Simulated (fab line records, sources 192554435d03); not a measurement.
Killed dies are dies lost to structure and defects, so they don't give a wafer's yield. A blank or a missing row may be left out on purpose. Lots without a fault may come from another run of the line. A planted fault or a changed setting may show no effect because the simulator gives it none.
Chamber matching | flow n5_finfet | N5_HKMG_FIN_CVD_62 on thermal_cvd_si-02: 3 sister chambers
The step deposits a-Si from Si2H6, target thk 3 nm, time 20.8 s. 6 wafers are shown with their chamber, then 7 later ones without.

WAFERS WITH THEIR CHAMBER
wafer  | chamber | heater_power_w (W)
L252.6 | 2       | 1768
L258.1 | 2       | 1805
L262.3 | 1       | 1176
L262.6 | 1       | 1174
L264.2 | 0       | 1470
L264.5 | 0       | 1482

WAFERS WITHOUT THEIR CHAMBER
wafer  | heater_power_w (W)
L264.6 | 1774
L268.1 | 1725
L268.2 | 1477
L268.5 | 1475
L272.3 | 1474
L272.4 | 1751
L272.6 | 1159

WHICH CHAMBER EACH WENT THROUGH
wafer  | from the rows above | in truth
L264.6 | 2                   | 2
L268.1 | 2                   | 2
L268.2 | 0                   | 0
L268.5 | 0                   | 0
L272.3 | 0                   | 0
L272.4 | 2                   | 2
L272.6 | 1                   | 1
Placed correctly: 7 of 7. Can't be placed from these rows: 0. Placed wrongly: 0.
How it was worked out, from the rows above alone: a wafer's distance from a chamber is the root of the sum, over the readings, of the square of ((its reading less the chamber's mean) divided by the reading's scatter). The wafer belongs to the nearest chamber; if the next one is less than 2 further off, it can't be placed. A chamber's mean is the mean of its shown wafers. The scatter: the root of (the sum of the squares of (reading less its chamber's mean) over the shown wafers, divided by (wafers less chambers)).
